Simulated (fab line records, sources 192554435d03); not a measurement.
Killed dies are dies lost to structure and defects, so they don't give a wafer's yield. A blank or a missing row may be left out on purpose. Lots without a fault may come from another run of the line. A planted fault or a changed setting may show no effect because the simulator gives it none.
Chamber matching | flow n5_finfet | N5_FIN_SAQP_DESCUM_21 on rie_diel-03: 4 sister chambers
The step chemistry O2, time 7.9 s. 4 wafers are shown with their chamber, then 8 later ones without.

WAFERS WITH THEIR CHAMBER
wafer  | chamber | showerhead_plenum_p_Torr (Torr)
L083.2 | 3       | 2.15
L088.5 | 0       | 2.07
L088.6 | 1       | 2.15
L089.3 | 2       | 2.16

WAFERS WITHOUT THEIR CHAMBER
wafer  | showerhead_plenum_p_Torr (Torr)
L089.4 | 2.07
L089.6 | 2.15
L090.2 | 2.16
L090.4 | 2.06
L090.5 | 2.15
L094.2 | 2.06
L094.3 | 2.16
L094.5 | 2.14

WHICH CHAMBER EACH WENT THROUGH
wafer  | from the rows above          | in truth
L089.4 | 0                            | 0
L089.6 | can't be placed: 1 or 3 or 2 | 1
L090.2 | can't be placed: 2 or 1 or 3 | 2
L090.4 | 0                            | 0
L090.5 | can't be placed: 1 or 3 or 2 | 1
L094.2 | 0                            | 0
L094.3 | can't be placed: 2 or 1 or 3 | 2
L094.5 | can't be placed: 1 or 3 or 2 | 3
Placed correctly: 3 of 8. Can't be placed from these rows: 5 (the true chamber is among the candidates in 5). Placed wrongly: 0.
How it was worked out, from the rows above alone: a wafer's distance from a chamber is the root of the sum, over the readings, of the square of ((its reading less the chamber's mean) divided by the reading's scatter). The wafer belongs to the nearest chamber; if the next one is less than 2 further off, it can't be placed. A chamber's mean is the mean of its shown wafers. The scatter: with one shown wafer a chamber, the root of the mean of the squares of how far each hidden wafer lies from its nearest shown one.
